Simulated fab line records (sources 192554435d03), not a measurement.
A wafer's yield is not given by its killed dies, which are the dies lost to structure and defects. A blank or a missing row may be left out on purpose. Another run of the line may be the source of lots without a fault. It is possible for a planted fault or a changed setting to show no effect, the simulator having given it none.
Chamber matching ; flow n5 finfet ; N5_BEOL_M8_PECVD_70 on pecvd-01: 3 sister chambers
The step deposits SiO2 from TEOS/O2, target thk 20 nm, time 22.7 s. 6 wafers are shown with their chamber, then 9 later ones without.

## WAFERS PAIRED WITH THEIR CHAMBERS
wafer;chamber;throttle valve pct (%);showerhead plenum p Torr (Torr)
L083.6;0;22.9;8.72
L084.3;0;22.8;8.75
L084.5;2;20.9;8.83
L085.3;1;25.5;8.74
L085.4;1;25.6;8.71
L085.5;2;21.5;8.83

## WAFERS WITH NO CHAMBER GIVEN
wafer;throttle valve pct (%);showerhead plenum p Torr (Torr)
L087.4;25.3;8.75
L087.5;21.4;8.86
L087.6;22.8;8.74
L094.1;21.1;8.86
L094.2;23.2;8.75
L094.3;25.7;8.74
L094.4;25.7;8.74
L094.5;23.0;8.75
L094.6;21.4;8.83

## EACH ONE'S CHAMBER
wafer;from the rows above;in truth
L087.4;1;1
L087.5;2;2
L087.6;0;0
L094.1;2;2
L094.2;0;0
L094.3;1;1
L094.4;1;1
L094.5;0;0
L094.6;2;2
Placed correctly: 9 of 9. Number that these rows cannot place: 0. Wrongly placed: 0.
How it was worked out, from the rows above alone: a wafer's distance from a chamber is the root of the sum, over the readings, of the square of ((its reading less the chamber's mean) divided by the reading's scatter). The wafer belongs to the nearest chamber; if the next one is less than 2 further off, it can't be placed. Each chamber's mean is taken over the wafers shown for it. The scatter: take each reading less its chamber's mean, square it, sum over the shown wafers, divide by the number of wafers less the number of chambers, and take the root.
